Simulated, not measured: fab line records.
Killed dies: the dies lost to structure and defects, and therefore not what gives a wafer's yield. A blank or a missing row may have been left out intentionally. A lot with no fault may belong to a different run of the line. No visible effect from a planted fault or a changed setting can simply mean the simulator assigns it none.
Which tool is to blame?    flow n5_finfet    72 wafers from 24 lots sampled at 2 of the route's 1938 steps

WHAT THE GAUGES SHOWED, per wafer
N5_BEOL_M0_SAQP_INSPECT_42: inspects for defects (brightfield). Usual: raw_defect_count reads 298 (standard deviation 84).
lot   measured      on                 raw_defect_count  flag
L074  day 6 00:32   defect_inspect-02  306 297 303       
L075  day 6 01:36   defect_inspect-02  390 346 510       
L076  day 6 07:20   defect_inspect-01  377 269 467       
L077  day 6 15:27   defect_inspect-02  446 354 289       
L078  day 6 16:16   defect_inspect-02  254 248 259       
L079  day 6 23:50   defect_inspect-02  343 339 232       
L080  day 7 03:38   defect_inspect-02  305 452 202       
L081  day 7 11:05   defect_inspect-01  289 209 316       
L082  day 7 17:02   defect_inspect-01  358 244 324       
L083  day 7 21:58   defect_inspect-01  202 164 151       
L084  day 8 08:06   defect_inspect-01  257 248 394       
L085  day 8 19:14   defect_inspect-02  553 442 625       
L086  day 9 01:17   defect_inspect-02  256 295 344       
L087  day 9 01:50   defect_inspect-02  266 254 195       
L088  day 9 04:55   defect_inspect-02  206 240 260       
L089  day 9 13:57   defect_inspect-01  240 330 241       
L090  day 9 16:44   defect_inspect-01  400 629 274       
L091  day 9 21:05   defect_inspect-01  393 304 279       
L092  day 10 01:19  defect_inspect-01  277 246 272       
L093  day 10 12:29  defect_inspect-01  152 208 238       
L094  day 10 18:55  defect_inspect-01  272 206 203       
L095  day 11 00:43  defect_inspect-01  184 270 272       
L096  day 11 04:07  defect_inspect-02  233 156 202       
L097  day 11 12:05  defect_inspect-01  372 296 353       

N5_BEOL_M0_CUTY_INSPECT_59: inspects for defects (macro). Usual: raw_defect_count reads 2.1 (standard deviation 1.5).
lot   measured      on                 raw_defect_count  flag
L074  day 6 01:57   defect_inspect-02  1 0 1             
L075  day 6 02:53   defect_inspect-01  4 2 3             
L076  day 6 09:22   defect_inspect-01  3 0 2             
L077  day 6 16:47   defect_inspect-02  5 2 2             
L078  day 6 17:41   defect_inspect-01  3 0 2             
L079  day 7 02:29   defect_inspect-01  1 0 3             
L080  day 7 04:55   defect_inspect-01  3 2 1             
L081  day 7 12:46   defect_inspect-02  4 1 3             
L082  day 7 18:19   defect_inspect-02  2 2 1             
L083  day 7 23:16   defect_inspect-01  1 3 3             
L084  day 8 09:34   defect_inspect-02  2 4 1             
L085  day 8 21:50   defect_inspect-02  5 3 1             
L086  day 9 02:43   defect_inspect-01  2 3 3             
L087  day 9 03:13   defect_inspect-02  3 0 2             
L088  day 9 06:10   defect_inspect-01  4 5 8             
L089  day 9 15:13   defect_inspect-01  4 2 0             
L090  day 9 18:02   defect_inspect-02  5 5 1             
L091  day 9 22:26   defect_inspect-01  2 2 2             
L092  day 10 02:39  defect_inspect-02  0 2 2             
L093  day 10 13:45  defect_inspect-01  4 2 0             
L094  day 10 20:22  defect_inspect-01  4 4 1             
L095  day 11 01:59  defect_inspect-01  1 3 3             
L096  day 11 05:34  defect_inspect-02  1 2 2             
L097  day 11 13:37  defect_inspect-02  2 1 3             

TOOL THAT RAN EACH LOT (tool first, then ch and the chambers of the sampled wafers, then the start)
Before these readings, the record contains no process step.

AS READ BY THE TOOLS THEMSELVES (means over the sampled wafers that have a number; for cases with no such wafer, the mark the record gives instead)
The record holds no such reading with a usual standard deviation.

THE ANSWER, worked out from the rows above alone
Rule: a lot is off if the mean of its wafers that have a number lies more than 3 standard deviations from the usual mean. A lot without any number at a reading at which 4 lots or more have one is off too. Any other lot the step has rows for is counted as sound. First the gauges in route order, then the tools' own readings, where a lot's mean is used as printed above. At the first step where some lot is off, the reading lying furthest off is the one used; lots without a number count as furthest.
Across all readings shown, no lot is off: no conclusion can be drawn from this.

WHAT WAS PUT IN BY THE SIMULATOR
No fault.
